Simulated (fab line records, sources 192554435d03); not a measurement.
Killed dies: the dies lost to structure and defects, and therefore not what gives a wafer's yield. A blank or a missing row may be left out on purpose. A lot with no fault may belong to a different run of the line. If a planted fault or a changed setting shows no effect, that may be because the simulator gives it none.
The same fault as seen by 3 desks ; flow n5 finfet ; each desk holds nothing but its own numbers, with what lay behind them at the end

## THE DEFECT DESK
What the inspections along the route counted, lot by lot: means of the sampled wafers that have a number. Marked OUT: a lot whose mean sits more than 4 standard deviations from the usual mean, which makes it out of limits; the brackets give that distance.
Columns: A = raw defect count at N5_BEOL_M9_INSPECT_58, usual 68
lot;first seen here;A
L644;day 10 02:05;74
L648;day 10 13:35;66
L647;day 10 17:09;68
L650;day 11 21:44;58
L651;day 12 03:31;97
L654;day 13 08:38;76
L658;day 14 04:40;69
L659;day 14 17:34;86
L660;day 14 22:58;110
L665;day 15 14:46;69
This desk's verdict: no lot among the 10 shows anything out of limits.

## AT THE METROLOGY DESK
Lot by lot, what the gauges showed, no matter which tool ran the lot: averages of those sampled wafers that carry a number. Marked OUT: a lot whose mean sits more than 4 standard deviations from the usual mean, which makes it out of limits; the brackets give that distance.
Columns: A = M10_ILD_THK at N5_BEOL_M10_THK_MEAS_01, usual 269 nm
lot;first seen here;A
L644;day 10 02:45;270
L648;day 10 14:58;266
L647;day 10 17:47;265
L650;day 11 22:53;271
L651;day 12 04:11;272
L654;day 13 09:16;271
L658;day 14 05:17;267
L659;day 14 18:11;270
L660;day 14 23:36;272
L665;day 15 15:24;267
This desk's verdict: no lot among the 10 shows anything out of limits.

## TOOL OWNER'S DESK, litho track-03
The tool's own readings at N5_BEOL_M10_COAT_60 (time 60 s, resist thk 30 nm): means of the sampled wafers that have a number, for each lot that ran on this tool. Marked OUT: a lot whose mean sits more than 4 standard deviations from the usual mean, which makes it out of limits; the brackets give that distance.
Columns: A = spin speed rpm at N5_BEOL_M10_COAT_60, usual 1500.0 rpm
lot;first seen here;A
L647;day 10 20:25;1500.1
L650;day 12 01:25;1236.4 (-99 or more) OUT
L651;day 12 05:37;1237.2 (-99 or more) OUT
L660;day 15 01:46;1500.0
L665;day 15 17:31;1499.3
Finding of this desk: L650, L651 out of limits; the first was L650 at day 12 01:25, on spin speed rpm at N5_BEOL_M10_COAT_60. L647, L660, L665: within limits.

## TAKEN TOGETHER
On L650, L651, at day 12 01:25, an alarm was possible from the tool owner's desk.
No out-of-limits result turned up at the defect desk.
At the metrology desk, nothing out of limits was observed.
The defect desk has L650, L651 on record, within its limits.
The metrology desk holds a record of L650, L651, inside its limits.
On litho track-03, each named lot ran N5_BEOL_M10_COAT_60.

## WHAT HAD BEEN PUT IN BY THE SIMULATOR
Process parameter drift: litho track-03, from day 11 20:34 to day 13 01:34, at N5_BEOL_M10_COAT_60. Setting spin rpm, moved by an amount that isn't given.
Struck lots among those shown: L650, L651.
Time in hours from fault onset to the first out-of-limits reading at each desk: the tool owner's desk, 5.
